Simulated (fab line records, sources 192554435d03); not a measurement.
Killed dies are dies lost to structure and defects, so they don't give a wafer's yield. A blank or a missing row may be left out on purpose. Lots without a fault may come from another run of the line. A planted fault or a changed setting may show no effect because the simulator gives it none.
One fault seen from 2 desks | flow n5_finfet | each desk has only its own numbers; what lay behind them comes last

THE TOOL OWNER'S DESK: rie_diel-06
The tool's own readings at N5_BEOL_M4_ETCH_70 (etches SOC in N2/H2, target depth 80 nm, overetch 24 nm, time 130 s): means of the sampled wafers that have a number, for each lot that ran on this tool. A lot is out of limits, marked OUT, if its mean lies more than 4 standard deviations from the usual mean; the brackets give that distance.
Columns: A = drypump_motor_current_A at N5_BEOL_M4_ETCH_70, usual 5.6 A; B = h2_flow_sccm at N5_BEOL_M4_ETCH_70, usual 200.0 sccm; C = oes_product_au at N5_BEOL_M4_ETCH_70, usual 0.59 a.u.; D = rf_vpp_V at N5_BEOL_M4_ETCH_70, usual 523.6 V; E = showerhead_plenum_p_Torr at N5_BEOL_M4_ETCH_70, usual 2.54 Torr; F = throttle_valve_pct at N5_BEOL_M4_ETCH_70, usual 17.8 %
lot  | first seen here | A   | B               | C    | D     | E    | F
L820 | day 8 08:10     | 5.8 | 200.0           | 0.62 | 522.3 | 2.47 | 17.7
L829 | day 10 17:07    | 5.9 | 219.7 (+32) OUT | 0.61 | 523.3 | 2.60 | 18.3
L830 | day 10 20:07    | 5.7 | 219.9 (+33) OUT | 0.60 | 525.6 | 2.67 | 18.3
This desk's finding: out of limits on L829, L830; first on L829, day 10 17:07 (h2_flow_sccm at N5_BEOL_M4_ETCH_70). In limits: L820.

THE METROLOGY DESK
What the gauges read, lot by lot, whatever tool the lot ran on: means of the sampled wafers that have a number. A lot is out of limits, marked OUT, if its mean lies more than 4 standard deviations from the usual mean; the brackets give that distance. Of its 13 readings 7 are shown: those that lie furthest out on some lot.
Columns: A = DIBL_N at N5_BEOL_M4_RC_MEAS_101, usual 36.8 mV/V; B = DIBL_P at N5_BEOL_M4_RC_MEAS_101, usual 37.1 mV/V; C = IOFF_P at N5_BEOL_M4_RC_MEAS_101, usual 0.22 nA/um; D = ION_N at N5_BEOL_M4_RC_MEAS_101, usual 679 uA/um; E = ION_P at N5_BEOL_M4_RC_MEAS_101, usual 466 uA/um; F = SS_N at N5_BEOL_M4_RC_MEAS_101, usual 71.7 mV/dec; G = VT_N at N5_BEOL_M4_RC_MEAS_101, usual 248.8 mV
lot  | first seen here | A    | B    | C    | D   | E   | F    | G
L819 | day 7 16:30     | 37.6 | 38.8 | 0.27 | 684 | 470 | 71.4 | 247.4
L820 | day 8 07:06     | 37.0 | 36.1 | 0.20 | 675 | 461 | 71.0 | 248.4
L829 | day 10 14:43    | 34.5 | 33.3 | 0.17 | 667 | 458 | 71.3 | 251.8
L830 | day 10 17:07    | 37.1 | 40.0 | 0.26 | 674 | 464 | 72.5 | 249.3
L831 | day 10 17:19    | 35.4 | 33.9 | 0.21 | 669 | 465 | 71.0 | 249.1
L832 | day 11 00:46    | 37.7 | 36.0 | 0.24 | 665 | 462 | 71.5 | 250.6
L836 | day 11 21:10    | 38.0 | 38.0 | 0.24 | 694 | 476 | 72.0 | 245.0
L835 | day 11 22:32    | 35.8 | 36.7 | 0.22 | 677 | 470 | 71.2 | 250.2
L840 | day 12 23:56    | 34.9 | 34.7 | 0.22 | 679 | 472 | 71.7 | 251.3
L841 | day 13 00:07    | 37.0 | 36.8 | 0.22 | 674 | 464 | 71.2 | 250.4
This desk's finding: nothing out of limits on any of the 10 lots.

PUT TOGETHER
The tool owner's desk could have raised an alarm at day 10 17:07, on L829, L830.
The metrology desk saw nothing out of limits.
The metrology desk has L829, L830 on record, within its limits.
Of the lots named, all ran N5_BEOL_M4_ETCH_70 on rie_diel-06.

WHAT THE SIMULATOR HAD PUT IN
Process parameter drift: rie_diel-06, from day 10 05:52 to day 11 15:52, at N5_BEOL_M4_ETCH_70. Setting h2_flow_sccm, moved by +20, from 200. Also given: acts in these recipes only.
Lots struck among those shown: L829, L830.
Hours from the fault's start to each desk's first reading out of limits: the tool owner's desk, 11.
